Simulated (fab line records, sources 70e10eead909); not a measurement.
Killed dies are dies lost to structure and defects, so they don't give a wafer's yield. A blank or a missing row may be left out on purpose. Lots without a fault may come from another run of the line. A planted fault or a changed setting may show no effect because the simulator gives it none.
fab line records | flow nand_harc
record lots=23 wafers=69 last_day=33
route steps=1302 shown A_SGD_CUT@906 A_SLIT@923 A_WL_FILL@953 A_CONTACT@1005
lots that met no fault: from a run of the same line without faults
start_h: hours from the record's first day to the start of the lot's first wafer shown | wait_h: hours since the lot's step before | " the same as in the row above | L1.1+2: a row that stands for several wafers | - no value, or no start given | * or withheld: withheld | < > ~ a bound
route shown NAME@n: a module of which the file shows steps, and the number in the route of the first | usual: mean/standard deviation of fault-free wafers | same: alike in all rows | chamber/n: place in a boat | sites: the reading at each site | _std_site: their standard deviation | _edge_site: outer sites' mean less inner sites' | radius_mm: how far each site lies from the wafer's centre | mask NAME#n: copy n | behind: the tool/chamber that last shaped the wafer | hold: why the lot was held/for how many hours/how that ended | device: the transistor (n, p or np) that didn't switch | end of line: the same wafers' tests at the end of the route | a step without rows: its recipe alone | killed: dies lost to structure and defects at the first sort, not the wafer's yield | map: a wafer's dies, x killed, . not, _ none there
set.NAME: the setting as run; set.NAME@STEP: as run at that earlier step | model.NAME: the simulator's own value behind a step, which no gauge read
steps of the route over a sample of lots; a table a step, a row a wafer
services: from which hour (start_h, from the record's first day; less than 0 if before it) a tool's chamber was out of use, for how many hours, and why
## steps
# step NHARC_A_SGD_CUT_ETCH_59
# recipe target_depth_a=2600 over_etch_frac=0.25 time_s=406.25 ion_energy_ev=200 n2_flow_sccm=150 h2_flow_sccm=150 ar_flow_sccm=0 rf_w=400 bias_w=150 chemistry=N2/H2
# usual bias_w=150.0/0.42 chamber_pressure_mTorr=30.004/0.029 drypump_motor_current_A=5.50/0.3 h2_flow_sccm=150.0/0.41 oes_product_au=0.997/0.0084 rf_vpp_V=429.3/2.8 showerhead_plenum_p_Torr=2.00/0.098 throttle_valve_pct=14.171/0.0089
# columns lot.wafer tool chamber start_h wait_h bias_w chamber_pressure_mTorr drypump_motor_current_A h2_flow_sccm oes_product_au rf_hours_counter_h rf_vpp_V showerhead_plenum_p_Torr throttle_valve_pct
L074.1 rie_diel-08 0 - - 150.8 29.968 5.39 150.3 0.989 4 426.3 1.91 14.152
L074.2 " 1 " " 150.4 30.017 5.90 150.6 1.010 5 427.6 1.93 14.162
L074.3 " 2 " " 150.0 29.986 4.99 150.4 1.002 5 432.8 2.09 14.182
L076.1 rie_diel-08 2 - - 149.9 30.001 4.97 149.0 1.002 7 432.8 2.09 14.174
L076.6 " 2 " " 150.3 30.031 4.99 149.0 1.003 - 431.9 2.09 14.179
L076.5 " 3 " " 150.5 30.020 5.62 149.7 0.994 - 433.0 2.15 14.172
L075.3 rie_diel-05 3 - - 149.1 29.990 5.37 150.0 1.001 2 427.7 2.00 14.169
L075.2 " 1 " " 149.9 29.984 5.17 149.4 1.001 2 425.8 1.91 14.153
L075.6 " 3 " " 149.5 30.045 5.37 150.2 1.005 - 429.4 2.00 14.167
L078.3 rie_diel-09 2 - - 150.3 30.023 5.49 150.3 0.986 9 425.0 1.89 14.170
L078.5 " 0 " " 150.0 30.028 5.61 149.9 1.002 - 431.5 2.03 14.164
L078.6 " 1 " " 149.9 30.010 5.48 150.2 0.998 - 427.8 1.94 14.182
L079.1 rie_diel-09 0 - - 150.3 30.001 5.66 149.5 0.991 11 429.5 2.03 14.178
L079.5 " 2 " " 149.5 30.005 5.47 150.3 0.998 - 426.5 1.89 14.178
L079.6 " 3 " " 150.8 29.959 5.98 150.5 0.997 - 425.6 1.91 14.169
L077.3 rie_diel-08 0 - - 149.7 29.986 5.43 149.4 0.993 7 427.7 1.91 14.163
L077.4 " 3 " " 149.6 29.970 5.62 150.3 0.989 9 433.2 2.15 14.169
L077.5 " 1 " " 150.2 30.002 5.89 149.8 1.009 - 428.3 1.93 14.180
L081.4 rie_diel-05 0 - - 150.5 30.001 4.95 150.3 1.002 3 434.3 2.18 14.171
L081.3 " 1 " " 149.4 30.016 5.16 150.2 1.010 3 425.7 1.91 14.174
L081.2 " 2 " " 149.1 30.006 5.58 150.1 0.994 3 431.9 2.06 14.175
L080.1 rie_diel-09 3 - - 150.4 30.018 5.98 150.2 1.001 1 427.8 1.91 14.173
L080.4 " 1 " " 149.5 30.036 5.51 150.6 0.997 1 426.0 1.94 14.175
L080.5 " 2 " " 149.6 30.019 5.48 150.1 0.982 - 426.1 1.89 14.163
L084.1 rie_diel-08 0 - - 149.8 30.024 5.42 149.9 0.989 12 426.2 1.91 14.163
L084.2 " 1 " " 149.4 30.032 5.91 150.2 1.005 13 428.4 1.93 14.168
L084.6 " 0 " " 149.9 30.005 5.43 149.9 0.982 - 427.0 1.91 14.160
L082.2 rie_diel-09 0 - - 150.1 30.020 5.64 149.2 0.993 1 431.3 2.03 14.168
L082.3 " 1 " " 149.8 30.021 5.48 150.1 0.985 1 428.2 1.94 14.179
L082.5 " 3 " " 150.2 29.981 6.01 150.1 0.993 - 427.0 1.91 14.167
L086.4 rie_diel-09 0 - - 149.8 29.970 5.68 150.6 0.985 3 429.7 2.03 14.168
L086.1 " 3 " " 150.7 30.058 5.97 150.4 0.997 2 426.4 1.90 14.175
L086.5 " 1 " " 150.1 30.014 5.48 149.8 0.995 - 428.9 1.94 14.173
L083.2 rie_diel-08 3 - - 150.0 29.999 5.61 150.1 0.999 15 433.6 2.15 14.173
L083.4 " 0 " " 149.9 30.040 5.40 150.0 1.000 14 426.8 1.91 14.180
L083.1 " 1 " " 149.9 29.955 5.91 149.3 1.009 15 427.6 1.93 14.168
L087.3 rie_diel-05 2 - - 149.8 29.900 5.60 150.0 1.005 6 431.8 2.06 14.152
L087.2 " 0 " " 149.7 29.988 4.99 149.6 1.004 5 435.2 2.18 14.162
L087.1 " 1 " " 149.9 29.985 5.19 149.9 0.999 6 428.3 1.91 14.167
L085.2 rie_diel-09 0 - - 150.2 30.014 5.63 150.3 0.999 4 429.8 2.03 14.169
L085.4 " 3 " " 149.6 30.003 5.96 150.5 0.991 3 427.4 1.90 14.161
L085.5 " 0 " " 149.6 30.000 5.66 150.4 1.009 - 429.9 2.03 14.158
L091.1 rie_diel-08 2 - - 150.1 29.990 4.95 150.2 1.001 2 431.4 2.09 14.157
L091.2 " 3 " " 150.9 29.962 5.66 149.8 1.009 2 432.7 2.15 14.179
L091.6 " 1 " " 150.3 29.963 5.90 149.3 1.015 - 427.4 1.93 14.180
L090.4 rie_diel-09 2 - - 150.0 30.036 5.52 150.2 0.985 7 424.9 1.89 14.175
L090.3 " 0 " " 150.1 30.040 5.65 150.1 0.983 7 430.2 2.03 14.160
L090.5 " 2 " " 149.9 30.041 5.50 150.5 0.983 - 427.0 1.89 14.168
L089.1 rie_diel-08 1 - - 150.6 29.948 5.89 149.3 1.017 3 427.5 1.93 14.163
L089.3 " 2 " " 149.9 30.010 4.99 149.6 1.004 2 432.8 2.09 14.176
L089.5 " 0 " " 149.9 30.054 5.43 149.2 1.001 - 426.6 1.91 14.157
L088.2 rie_diel-09 3 - - 150.1 29.957 5.97 150.3 1.006 6 427.3 1.90 14.192
L088.3 " 1 " " 149.2 30.026 5.50 150.9 0.981 7 427.7 1.94 14.160
L088.5 " 0 " " 150.9 29.994 5.61 150.9 1.006 - 430.5 2.03 14.165
L092.2 rie_diel-05 1 - - 149.7 29.993 5.15 149.7 1.004 0 428.1 1.91 14.168
L092.5 " 3 " " 149.0 30.039 5.39 150.6 0.995 - 429.7 2.00 14.170
L092.6 " 0 " " 150.1 29.990 5.00 150.2 0.997 - 434.9 2.18 14.162
L094.4 rie_diel-05 2 - - 149.3 29.950 5.56 149.8 0.985 1 430.5 2.06 14.164
L094.1 " 3 " " 150.8 30.012 5.39 149.9 0.991 1 429.9 2.00 14.159
L094.3 " 0 " " 150.3 29.964 4.99 150.1 0.987 1 434.8 2.18 14.178
L093.4 rie_diel-09 3 - - 149.5 30.061 5.99 149.8 1.003 7 426.1 1.90 14.162
L093.1 " 2 " " 150.1 29.984 5.48 150.1 0.992 8 427.2 1.89 14.172
L093.5 " 3 " " 149.3 29.959 5.99 150.5 1.006 - 427.3 1.90 14.182
L095.2 rie_diel-08 3 - - 149.4 29.987 5.61 149.6 1.000 5 433.7 2.15 14.161
L095.3 " 0 " " 150.3 30.001 5.39 150.0 0.993 7 425.9 1.91 14.156
L095.6 " 0 " " 150.9 29.988 5.38 149.9 0.990 - 428.8 1.91 14.189
L096.4 rie_diel-05 1 - - 149.8 29.984 5.17 150.0 1.012 2 425.9 1.91 14.170
L096.5 " 3 " " 150.4 30.026 5.35 150.3 0.984 - 428.5 2.00 14.174
L096.6 " 0 " " 150.2 30.006 4.99 150.1 0.997 - 433.2 2.18 14.159
# step NHARC_A_SGD_CUT_STRIP_28
# recipe time_s=20 o2_flow_sccm=500 ar_flow_sccm=0 bias_w=0 chemistry=O2
# usual chamber_pressure_mTorr=60.00/0.051 drypump_motor_current_A=5.4/0.31 oes_product_au=0.999/0.009 rf_vpp_V=57.6/0.99 showerhead_plenum_p_Torr=3.48/0.16 throttle_valve_pct=17.037/0.0091
# same bias_w=0
# columns lot.wafer tool chamber start_h wait_h chamber_pressure_mTorr drypump_motor_current_A oes_product_au rf_hours_counter_h rf_vpp_V showerhead_plenum_p_Torr throttle_valve_pct
L074.3 rie_diel-09 1 432.35 0.1 59.95 5.5 0.997 7 56.9 3.37 17.042
L074.1 " 2 " " 59.91 5.5 0.984 7 56.3 3.30 17.039
L074.2 " 0 " " 59.93 5.7 0.996 7 57.7 3.51 17.032
L076.1 rie_diel-08 1 - - 60.06 5.9 1.014 7 58.3 3.36 17.042
L076.5 " 1 " " 60.02 5.9 1.006 - 57.0 3.36 17.050
L076.6 " 2 " " 60.07 5.0 0.996 - 59.0 3.61 17.037
L075.2 rie_diel-05 0 - - 60.03 5.0 1.001 2 60.2 3.75 17.015
L075.3 " 1 " " 59.93 5.2 1.001 2 58.1 3.32 17.040
L075.6 " 0 " " 59.95 5.0 0.999 - 58.1 3.75 17.029
L079.1 rie_diel-05 1 - - 59.97 5.2 1.012 3 56.8 3.32 17.027
L079.5 " 3 " " 60.01 5.4 1.012 - 57.2 3.47 17.039
L079.6 " 0 " " 60.01 5.0 1.009 - 57.6 3.75 17.042
L077.3 rie_diel-08 3 - - 59.96 5.6 1.006 9 58.5 3.71 17.024
L077.4 " 0 " " 59.97 5.4 0.996 8 57.0 3.33 17.036
L077.5 " 1 " " 59.89 5.9 1.008 - 59.6 3.36 17.045
L078.3 rie_diel-08 0 - - 60.01 5.4 0.992 8 57.3 3.32 17.019
L078.5 " 1 " " 60.04 5.9 1.015 - 59.2 3.36 17.035
L078.6 " 2 " " 60.00 5.0 1.007 - 58.5 3.61 17.030
L081.4 rie_diel-08 3 - - 59.99 5.6 0.989 10 57.9 3.71 17.055
L081.2 " 0 " " 60.00 5.4 0.981 9 59.2 3.32 17.051
L081.3 " 1 " " 60.00 5.9 0.998 10 56.7 3.36 17.040
L080.4 rie_diel-05 1 - - 60.02 5.2 1.001 4 58.4 3.32 17.042
L080.1 " 3 " " 60.00 5.4 1.001 4 57.1 3.47 17.032
L080.5 " 1 " " 59.97 5.2 1.010 - 57.0 3.32 17.053
L084.1 rie_diel-08 1 - - 59.99 5.9 1.013 14 56.4 3.35 17.030
L084.2 " 2 " " 59.96 5.0 0.992 14 59.6 3.60 17.037
L084.6 " 1 " " 60.00 5.9 1.005 - 56.4 3.35 17.040
L082.3 rie_diel-05 2 - - 60.00 5.6 0.984 5 59.2 3.56 17.025
L082.2 " 3 " " 60.05 5.4 1.014 5 58.1 3.47 17.041
L082.5 " 0 " " 60.02 5.0 1.000 - 58.9 3.75 17.042
L086.4 rie_diel-09 1 - - 60.08 5.5 1.009 3 57.0 3.37 17.033
L086.1 " 2 " " 60.07 5.5 0.985 3 56.6 3.29 17.034
L086.5 " 1 " " 60.05 5.5 0.991 - 57.8 3.37 17.041
L083.1 rie_diel-05 0 - - 60.02 5.0 1.007 5 58.3 3.75 17.051
L083.4 " 1 " " 59.96 5.2 1.015 6 58.5 3.32 17.033
L083.2 " 2 " " 59.95 5.6 1.006 6 57.8 3.56 17.031
L087.1 rie_diel-09 0 - - 60.01 5.6 0.988 4 57.0 3.51 17.037
L087.2 " 1 " " 59.95 5.5 0.998 5 56.5 3.37 17.060
L087.3 " 2 " " 60.00 5.5 0.972 5 57.1 3.29 17.034
L085.4 rie_diel-08 0 - - 59.98 5.4 0.998 1 57.1 3.32 17.039
L085.2 " 3 " " 60.07 5.6 0.995 1 57.6 3.70 17.011
L085.5 " 0 " " 59.97 5.4 0.994 - 56.3 3.32 17.027
L090.4 rie_diel-09 3 - - 59.93 6.0 0.995 6 57.3 3.31 17.045
L090.3 " 0 " " 60.02 5.6 0.988 7 57.5 3.51 17.030
L090.5 " 0 " " 60.03 5.6 0.995 - 58.4 3.51 17.034
L091.2 rie_diel-05 0 597.22 0.2 59.92 5.0 0.997 0 58.0 3.75 17.021
L091.1 " 1 " " 60.07 5.2 0.992 0 55.0 3.32 17.035
L091.6 " 0 " " 59.95 5.0 0.984 - 56.5 3.75 17.047
L089.1 rie_diel-08 2 - - 60.02 5.0 1.004 3 57.4 3.60 17.036
L089.3 " 3 " " 60.00 5.6 0.996 3 58.8 3.70 17.047
L089.5 " 1 " " 59.90 5.9 1.006 - 57.6 3.35 17.028
L088.3 rie_diel-08 2 - - 59.97 5.0 1.002 3 56.9 3.60 17.043
L088.2 " 3 " " 60.05 5.6 0.995 3 57.5 3.70 17.036
L088.5 " 1 " " 59.98 5.9 0.995 - 57.3 3.35 17.041
L092.2 rie_diel-05 0 - - 59.99 5.0 0.991 1 58.2 3.75 17.040
L092.6 " 2 " " 60.05 5.6 0.995 - 56.7 3.56 17.050
L092.5 " 3 " " 60.03 5.4 1.007 - 58.0 3.46 17.038
L094.4 rie_diel-08 0 - - 59.97 5.4 0.993 8 56.8 3.32 17.046
L094.1 " 2 " " 59.98 5.0 1.007 8 57.3 3.60 17.036
L094.3 " 3 " " 60.02 5.6 1.003 6 58.5 3.70 17.059
L093.4 rie_diel-05 2 - - 60.02 5.6 0.978 1 59.2 3.56 17.039
L093.1 " 3 " " 60.00 5.4 0.985 1 56.7 3.46 17.029
L093.5 " 1 " " 60.01 5.2 1.000 - 58.1 3.32 17.033
L095.3 rie_diel-09 0 - - 60.03 5.6 0.984 9 57.6 3.51 17.047
L095.2 " 1 " " 60.02 5.5 0.991 9 58.3 3.36 17.043
L095.6 " 0 " " 60.06 5.6 0.989 - 56.1 3.51 17.056
L096.4 rie_diel-05 3 - - 59.92 5.4 0.994 2 57.0 3.46 17.026
L096.5 " 1 " " 60.00 5.2 1.022 - 56.2 3.32 17.042
L096.6 " 2 " " 59.99 5.6 0.998 - 58.0 3.56 17.043
# step NHARC_A_SGD_CUT_INSPECT_25
# usual raw_defect_count=374/70
# columns lot.wafer tool chamber start_h wait_h raw_defect_count
L074.1 defect_inspect-02 - 432.46 - 442
L074.2 " - " " 330
L074.3 " - " " 389
L076.1 defect_inspect-02 - 461.28 - 301
L076.5 " - " " 402
L076.6 " - " " 372
L075.2 defect_inspect-01 - 461.29 - 296
L075.3 " - " " 267
L075.6 " - " " 397
L079.1 defect_inspect-01 - 475.94 - 435
L079.5 " - " " 402
L079.6 " - " " 389
L077.3 defect_inspect-02 - 475.96 - 412
L077.4 " - " " 601
L077.5 " - " " 454
L078.3 defect_inspect-01 - 476.01 - 303
L078.5 " - " " 310
L078.6 " - " " 505
L081.2 defect_inspect-02 - 502.29 - 377
L081.3 " - " " 309
L081.4 " - " " 332
L080.1 defect_inspect-01 - 518.50 - 446
L080.4 " - " " 303
L080.5 " - " " 343
L082.2 defect_inspect-01 - 535.25 - 349
L082.3 " - " " 365
L082.5 " - " " 346
L084.1 defect_inspect-02 - 535.26 - 432
L084.2 " - " " 389
L084.6 " - " " 620
L086.1 defect_inspect-02 - 548.24 - 369
L086.4 " - " " 282
L086.5 " - " " 235
L083.1 defect_inspect-01 - 548.25 - 346
L083.2 " - " " 374
L083.4 " - " " 357
L087.1 defect_inspect-02 - 562.56 - 513
L087.2 " - " " 360
L087.3 " - " " 417
L085.2 defect_inspect-01 - 562.62 - 323
L085.4 " - " " 326
L085.5 " - " " 350
L090.3 defect_inspect-02 - 597.22 - 390
L090.4 " - " " 320
L090.5 " - " " 376
L091.1 defect_inspect-02 - 597.32 - 390
L091.2 " - " " 436
L091.6 " - " " 330
L089.1 defect_inspect-02 - 597.32 - 462
L089.3 " - " " 371
L089.5 " - " " 348
L088.2 defect_inspect-02 - 597.38 - 347
L088.3 " - " " 390
L088.5 " - " " 368
L092.2 defect_inspect-01 - 623.88 - 307
L092.5 " - " " 367
L092.6 " - " " 372
L093.1 defect_inspect-02 - 642.07 - 403
L093.4 " - " " 332
L093.5 " - " " 323
L094.1 defect_inspect-01 - 642.07 - 392
L094.3 " - " " 329
L094.4 " - " " 305
L095.2 defect_inspect-02 - 642.07 - 536
L095.3 " - " " 403
L095.6 " - " " 530
L096.4 defect_inspect-02 - 674.65 - 374
L096.5 " - " " 416
L096.6 " - " " 333
# step NHARC_A_SLIT_DEP_00
# recipe target_thk_a=62000 temp_c=400 material=aC
# usual throttle_valve_pct=34.999/0.0096
# columns lot.wafer tool chamber start_h wait_h throttle_valve_pct
L074.1 acl_dep-02 0 438.36 - 35.002
L074.2 " 0 " " 35.012
L074.3 " 0 " " 35.006
L076.1 acl_dep-03 0 461.69 - 35.022
L076.5 " 0 464.20 - 34.986
L076.6 " 0 " " 34.992
L075.2 acl_dep-01 0 463.68 - 35.003
L075.3 " 0 " " 35.014
L075.6 " 0 466.15 - 35.014
L079.1 acl_dep-02 0 478.31 - 34.986
L079.5 " 0 480.82 - 34.991
L079.6 " 0 " " 35.008
L077.3 acl_dep-01 0 480.19 - 34.996
L077.4 " 0 " " 35.002
L077.5 " 0 " " 35.010
L078.3 acl_dep-03 0 481.10 - 35.004
L078.5 " 0 482.34 - 34.995
L078.6 " 0 " " 35.004
L081.2 acl_dep-03 0 505.14 - 34.991
L081.3 " 0 " " 34.985
L081.4 " 0 " " 35.013
L080.1 acl_dep-03 0 522.25 - 34.995
L080.4 " 0 524.14 - 34.999
L080.5 " 0 " " 35.007
L082.2 acl_dep-01 0 536.28 - 34.997
L082.3 " 0 " " 34.989
L082.5 " 0 538.13 - 34.985
L084.1 acl_dep-02 0 536.53 - 35.006
L084.2 " 0 " " 34.990
L084.6 " 0 539.68 - 35.001
L086.1 acl_dep-01 0 548.65 - 35.013
L086.4 " 0 550.55 - 35.000
L086.5 " 0 " " 35.000
L083.1 acl_dep-03 0 548.69 - 34.994
L083.2 " 0 " " 35.001
L083.4 " 0 550.56 - 35.015
L087.1 acl_dep-02 0 563.67 - 34.993
L087.2 " 0 " " 35.002
L087.3 " 0 " " 35.002
L085.2 acl_dep-03 0 566.04 - 35.006
L085.4 " 0 567.31 - 35.015
L085.5 " 0 " " 34.998
L091.1 acl_dep-01 0 599.12 - 35.013
L091.2 " 0 " " 35.010
L091.6 " 0 602.26 - 35.003
L090.3 acl_dep-02 0 599.48 - 34.995
L090.4 " 0 " " 35.009
L090.5 " 0 " " 34.993
L089.1 acl_dep-03 0 600.09 - 34.985
L089.3 " 0 601.33 - 34.990
L089.5 " 0 602.58 - 35.002
L088.2 acl_dep-02 0 602.61 - 34.999
L088.3 " 0 " " 35.011
L088.5 " 0 604.53 - 35.014
L092.2 acl_dep-03 0 626.62 - 34.999
L092.5 " 0 628.50 - 34.979
L092.6 " 0 " " 34.995
L093.1 acl_dep-01 0 643.81 - 35.011
L093.4 " 0 645.68 - 35.008
L093.5 " 0 " " 34.995
L094.1 acl_dep-02 0 645.32 - 35.011
L094.3 " 0 646.56 - 34.995
L094.4 " 0 " " 35.003
L095.2 acl_dep-03 0 647.86 - 35.002
L095.3 " 0 " " 34.983
L095.6 " 0 650.37 - 34.994
L096.4 acl_dep-02 0 676.95 - 35.000
L096.5 " 0 " " 35.002
L096.6 " 0 " " 35.009
# step NHARC_A_WL_FILL_RTA_01
# recipe temp_c=1000 time_s=5
# usual anneal_temp_c_max=1003.2/0.79 lamp_power_pct=31/4 lamp_zone_2_pct=31/4.1 lamp_zone_4_pct=31/4.1 wafer_temp_C_max=1004.2/0.84
# columns lot.wafer tool chamber start_h wait_h anneal_temp_c_max lamp_power_pct lamp_zone_2_pct lamp_zone_4_pct wafer_temp_C_max
L074.1 rtp_anneal-02 0 456.67 - 1003.4 34 34 34 1004.8
L074.2 " 0 " " 1004.3 34 34 34 1003.8
L074.3 " 0 " " 1004.0 34 34 34 1005.1
L076.1 rtp_anneal-02 0 479.52 - 1004.1 34 34 34 1003.7
L076.5 " 0 " " 1002.7 34 34 34 1004.2
L076.6 " 0 " " 1003.1 34 34 34 1003.0
L075.2 rtp_anneal-01 0 479.71 - 1002.8 25 25 25 1004.5
L075.3 " 0 " " 1002.3 26 25 25 1004.4
L075.6 " 0 " " 1002.3 25 25 25 1003.2
L077.3 rtp_anneal-01 0 497.28 - 1003.2 26 26 26 1004.5
L077.4 " 0 " " 1002.0 25 26 25 1003.4
L077.5 " 0 " " 1003.8 25 25 25 1003.7
L079.1 rtp_anneal-01 0 497.39 - 1002.5 26 26 26 1004.2
L079.5 " 0 " " 1002.7 25 26 26 1004.4
L079.6 " 0 " " 1002.1 25 25 26 1003.9
L078.3 rtp_anneal-02 0 500.01 - 1002.9 34 34 34 1005.3
L078.5 " 0 " " 1003.2 34 34 34 1003.2
L078.6 " 0 " " 1003.7 34 34 34 1005.2
L081.2 rtp_anneal-02 0 523.81 - 1004.0 34 34 34 1003.7
L081.3 " 0 " " 1003.9 34 34 34 1003.9
L081.4 " 0 " " 1003.7 34 34 34 1002.9
L080.1 rtp_anneal-02 0 540.74 - 1004.1 34 34 34 1004.3
L080.4 " 0 " " 1003.2 34 34 34 1004.3
L080.5 " 0 " " 1002.9 34 34 34 1004.2
L082.2 rtp_anneal-02 0 555.44 - 1002.5 34 34 34 1004.1
L082.3 " 0 " " 1002.5 34 34 34 1003.8
L082.5 " 0 " " 1002.9 34 34 34 1002.9
L084.1 rtp_anneal-02 0 557.52 - 1003.2 34 34 34 1004.2
L084.2 " 0 " " 1002.6 34 34 34 1005.9
L084.6 " 0 " " 1004.5 34 34 34 1004.1
L083.1 rtp_anneal-02 0 566.58 - 1003.6 34 34 34 1005.2
L083.2 " 0 " " 1003.8 34 34 34 1004.0
L083.4 " 0 " " 1003.2 34 34 34 1004.1
L086.1 rtp_anneal-02 0 570.31 - 1004.0 34 34 34 1005.1
L086.4 " 0 " " 1005.0 34 34 34 1003.3
L086.5 " 0 " " 1003.2 34 34 34 1003.7
L087.1 rtp_anneal-02 0 581.62 - 1002.8 34 34 34 1004.2
L087.2 " 0 " " 1003.7 34 34 34 1003.6
L087.3 " 0 " " 1004.3 34 34 34 1004.1
L085.2 rtp_anneal-01 0 581.79 - 1002.2 26 25 26 1004.8
L085.4 " 0 " " 1002.9 26 26 25 1004.2
L085.5 " 0 " " 1002.4 26 26 26 1003.2
L090.3 rtp_anneal-02 0 616.04 - 1003.1 34 34 34 1004.9
L090.4 " 0 " " 1004.7 34 34 34 1004.6
L090.5 " 0 " " 1002.7 34 34 34 1004.6
L091.1 rtp_anneal-02 0 616.15 - 1003.7 34 34 34 1003.6
L091.2 " 0 " " 1003.4 34 34 34 1003.7
L091.6 " 0 " " 1002.9 34 34 34 1003.4
L089.1 rtp_anneal-01 0 619.97 - 1003.4 25 25 25 1005.0
L089.3 " 0 " " 1002.2 25 25 26 1004.1
L089.5 " 0 " " 1001.9 26 25 25 1003.7
L088.2 rtp_anneal-02 0 620.17 - 1003.0 34 34 34 1003.5
L088.3 " 0 " " 1002.9 34 34 34 1004.0
L088.5 " 0 " " 1005.5 34 34 34 1005.7
L092.2 rtp_anneal-02 0 644.41 - 1003.1 34 34 34 1004.2
L092.5 " 0 " " 1003.7 34 34 34 1003.8
L092.6 " 0 " " 1004.1 34 34 34 1002.8
L093.1 rtp_anneal-02 0 661.67 - 1004.5 34 34 34 1003.1
L093.4 " 0 " " 1003.0 34 34 34 1004.5
L093.5 " 0 " " 1002.3 34 34 34 1004.7
L094.1 rtp_anneal-01 0 661.75 - 1002.2 26 26 25 1003.3
L094.3 " 0 " " 1002.4 26 25 26 1003.3
L094.4 " 0 " " 1003.1 26 26 26 1002.7
L095.2 rtp_anneal-01 0 665.37 - 1001.5 25 25 25 1003.0
L095.3 " 0 " " 1001.4 26 25 26 1003.6
L095.6 " 0 " " 1002.8 26 25 25 1002.8
L096.4 rtp_anneal-01 0 692.95 - 1001.8 25 25 25 1002.9
L096.5 " 0 " " 1002.7 25 25 25 1004.7
L096.6 " 0 " " 1001.3 25 25 26 1004.1
# step NHARC_A_CONTACT_ETCH_111
# recipe source_w=withheld pressure_mtorr=20 bias_v=withheld time_s=140 target_depth_a=7000 ar_flow_sccm=withheld c4f8_flow_sccm=withheld o2_flow_sccm=withheld chemistry=C4F8/O2/Ar
# usual chamber_pressure_mTorr=19.999/0.018
# columns lot.wafer tool chamber start_h wait_h chamber_pressure_mTorr rf_hours_counter_h
L074.1 har_cap_etch-03 0 482.51 - 19.987 38
L074.2 " 1 " " 19.986 38
L074.3 " 0 " " 20.009 -
L075.2 har_cap_etch-02 1 506.76 - 19.997 86
L075.3 " 1 " " 19.994 -
L075.6 " 1 " " 19.989 -
L076.1 har_cap_etch-03 0 507.30 - 19.999 45
L076.6 " 0 " " 20.025 -
L076.5 " 1 " " 20.005 -
L078.3 har_cap_etch-02 0 525.19 - 20.014 -
L078.5 " 1 " " 20.005 -
L078.6 " 0 " " 19.978 -
L077.3 har_cap_etch-01 0 525.20 - 19.995 -
L077.4 " 1 " " 20.002 -
L077.5 " 1 " " 19.997 -
L079.1 har_cap_etch-03 0 525.96 - 19.989 49
L079.6 " 0 " " 20.040 -
L079.5 " 1 " " 19.996 -
L081.2 har_cap_etch-03 1 549.51 - 20.042 54
L081.3 " 1 " " 20.024 -
L081.4 " 0 " " 20.009 -
L080.1 har_cap_etch-01 0 566.77 - 19.992 9
L080.4 " 1 " " 19.997 -
L080.5 " 1 " " 19.995 -
L084.1 har_cap_etch-03 1 583.07 - 20.023 58
L084.2 " 0 " " 19.985 58
L084.6 " 1 " " 19.964 -
L082.2 har_cap_etch-01 0 583.38 - 19.986 11
L082.3 " 1 " " 19.999 -
L082.5 " 1 " " 19.984 -
L083.2 har_cap_etch-03 0 592.66 - 19.993 60
L083.1 " 1 " " 20.004 60
L083.4 " 1 " " 20.025 -
L086.1 har_cap_etch-03 1 599.23 - 20.003 63
L086.4 " 0 " " 19.976 -
L086.5 " 0 " " 19.989 -
L085.2 har_cap_etch-01 0 613.52 - 20.012 17
L085.4 " 0 " " 19.973 -
L085.5 " 0 " " 19.997 -
L087.1 har_cap_etch-02 0 614.63 - 20.001 106
L087.2 " 1 " " 19.989 106
L087.3 " 1 " " 20.022 -
L090.4 har_cap_etch-02 1 643.69 - 20.022 -
L090.3 " 0 " " 20.029 -
L090.5 " 0 " " 19.989 -
L091.1 har_cap_etch-03 1 644.48 - 19.985 70
L091.2 " 0 " " 20.002 70
L091.6 " 0 " " 20.033 -
L088.2 har_cap_etch-02 0 648.25 - 19.986 113
L088.3 " 1 " " 19.994 -
L088.5 " 1 " " 19.991 -
L089.1 har_cap_etch-01 1 648.27 - 19.998 22
L089.3 " 1 " " 19.997 -
L089.5 " 1 " " 19.972 -
L092.2 har_cap_etch-01 1 670.97 - 19.997 27
L092.5 " 0 " " 20.031 -
L092.6 " 1 " " 19.995 -
L094.1 har_cap_etch-02 1 686.74 - 20.000 119
L094.3 " 0 " " 20.005 -
L094.4 " 1 " " 20.036 -
L093.1 har_cap_etch-01 0 687.11 - 20.006 30
L093.4 " 0 " " 19.984 -
L093.5 " 1 " " 20.003 -
L095.2 har_cap_etch-02 1 692.76 - 19.989 122
L095.3 " 1 " " 20.021 -
L095.6 " 1 " " 20.012 -
L096.4 har_cap_etch-03 1 718.97 - 20.026 -
L096.6 " 0 " " 20.006 -
L096.5 " 1 " " 20.042 -
## services
# columns tool chamber start_h hours kind
rie_diel-09 1 402.61 9.5 repair
har_cap_etch-03 - 406.13 0.1 repair
rie_diel-05 - 406.60 9.0 pm
rie_diel-09 2 415.15 5.6 repair
acl_dep-02 - 425.36 13.0 pm
rie_diel-09 3 427.78 7.3 repair
har_cap_etch-01 - 458.91 0.6 repair
rie_diel-05 3 462.90 9.0 repair
rie_diel-09 1 476.72 6.7 repair
acl_dep-03 - 485.49 13.0 pm
rie_diel-09 - 497.10 9.0 pm
rie_diel-09 3 531.66 6.0 repair
rie_diel-08 - 544.84 9.0 pm
rie_diel-05 0 548.86 4.9 repair
rie_diel-05 - 583.60 9.0 pm
acl_dep-02 - 610.08 13.0 pm
rie_diel-08 1 618.06 9.1 repair
rie_diel-05 2 624.96 3.0 repair
rie_diel-09 2 652.67 8.9 repair
rie_diel-05 2 653.80 4.3 repair
rie_diel-09 1 656.75 8.1 repair
acl_dep-03 - 666.93 13.0 pm
rie_diel-09 - 674.13 9.0 pm
rie_diel-08 1 694.78 10.5 repair
## key
fault none
